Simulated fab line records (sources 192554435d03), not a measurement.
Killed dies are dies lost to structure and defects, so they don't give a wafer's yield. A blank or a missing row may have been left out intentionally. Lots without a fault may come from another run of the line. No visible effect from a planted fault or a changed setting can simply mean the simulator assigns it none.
Lot-split experiment -- flow n5_finfet -- on a route of 1938 steps: 7 lots, 21 wafers read

== SPLIT DETAILS ==
At N5_BEOL_M8_PECVD_70 (deposits SiO2 from TEOS/O2, target thk 20 nm, time 22.7 s), the setting temp_c was moved away from the recipe's 400 C on 5 of the 21 wafers read, by +1.7% to +4.4%. For the rest of the wafers, this setting stayed at what the recipe calls for.

== FROM THE SPLIT TO THE READING: what the file shows between them, 2 steps ==
- N5_BEOL_M8_DEVELOP_10: develop time 30 s (also split here: develop_time_s)
- N5_BEOL_M8_STRIP_80: strips in N2/H2, time 10 s

== THE READING ==
SiO2_of_BEOL_M8_PECVD_70.thk_nm (the simulator's own value, which no gauge read), in nm, at N5_BEOL_M8_HM_STRIP_39 (strips TiN in peroxide tin strip, target depth 25 nm, time 158 s). The file does not state a usual value for it. Average 19.8 nm, standard deviation 0.3 nm, over the 16 wafers here run with the recipe.

wafer,"tool, chamber at the split","temp_c as run, C",against the recipe,"SiO2_of_BEOL_M8_PECVD_70.thk_nm, nm",against lot-mates on the recipe
L075.1,"pecvd-04, 2",400,recipe,19.6,-
L075.4,"pecvd-04, 2",416,+4.0%,18,-1.6
L075.6,"pecvd-04, 0",416,+4.0%,17.6,-2.0
L076.1,"pecvd-01, 0",400,recipe,19.6,-
L076.2,"pecvd-01, 1",400,recipe,19.4,-
L076.5,"pecvd-01, 0",400,recipe,20.2,-
L084.1,"pecvd-01, 0",400,recipe,19.6,-
L084.5,"pecvd-01, 1,2",400,recipe,20.2,-
L084.6,"pecvd-01, 1,2",400,recipe,20.2,-
L089.3,"pecvd-04, 2,0",400,recipe,19.8,-
L089.5,"pecvd-04, 1",400,recipe,20,-
L089.6,"pecvd-04, 2,0",400,recipe,19.6,-
L094.1,"pecvd-03, 2",400,recipe,19.8,-
L094.4,"pecvd-03, 1",400,recipe,19.6,-
L094.6,"pecvd-03, 1",406.7,+1.7%,18.8,-0.9
L095.4,"pecvd-04, 0",400,recipe,19.6,-
L095.5,"pecvd-04, 1",400,recipe,20,-
L095.6,"pecvd-04, 2",400,recipe,20.2,-
L097.4,"pecvd-04, 0",400,recipe,19.2,-
L097.5,"pecvd-04, 1",417.6,+4.4%,17.4,-1.8
L097.6,"pecvd-04, 2",417.6,+4.4%,17.6,-1.6
If several chambers appear in one row, that row covers several wafers at once and the file leaves open which wafer was in which chamber.

FIT RESULTS
A straight line over all 21 wafers: SiO2_of_BEOL_M8_PECVD_70.thk_nm changes by -0.511 nm for each +1% of temp_c; r = -0.95; the points scatter about the line by 0.29 nm.
The same after taking each lot's own level away (the mean of its wafers on the recipe; 21 wafers): -0.418 nm for each +1%; r = -0.95; scatter 0.24 nm.
On that fit, the largest move of temp_c shifts the reading by 1.8 nm.
Across the lots, their own levels run from 19.20 to 20.00 nm, a range of 2.6 times the standard deviation given above.
Thus the slope moves with the lot-to-lot level: the two fits are different.
Check: with one of the wafers moved furthest among these (+4.4%) left out of the fit, the line predicts -1.86 nm for it against its lot-mates. It came out at -1.8 nm against them.

== ADDITIONAL SPLITS CARRIED BY THESE WAFERS ==
Before the reading, these wafers also passed through other splits. Each is held against what the fit with the lots' levels taken away leaves over:
other split on the same wafers,wafers away from the commonest value,r with SiO2_of_BEOL_M8_PECVD_70.thk_nm (lot level and that fit taken away)
N5_BEOL_M6_EXPOSE_08 dose_mj,5,+0.04
N5_BEOL_M7_ILD_DEP_00 time_s,7,-0.04
N5_BEOL_M8_DEVELOP_10 develop_time_s,4,-0.03

== THE WHOLE CHAIN: every reading that the file lists as answering this split, in the file's order ==
step,what it does,reading,change (the file's fit),r (the file's)
N5_BEOL_M8_PECVD_70,"deposits SiO2 from TEOS/O2, target thk 20 nm, time 22.7 s","SiO2_of_BEOL_M8_PECVD_70.thk_nm (the simulator's own value, which no gauge read)",-0.435 nm for each +1% of the setting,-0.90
N5_BEOL_M8_HM_STRIP_39,"strips TiN in peroxide tin strip, target depth 25 nm, time 158 s","SiO2_of_BEOL_M8_PECVD_70.thk_nm (the simulator's own value, which no gauge read)",-0.424 nm for each +1% of the setting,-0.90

== FILE'S OWN FIT ==
SiO2_of_BEOL_M8_PECVD_70.thk_nm changes by -0.424 nm for each +1% of temp_c, r = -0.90.
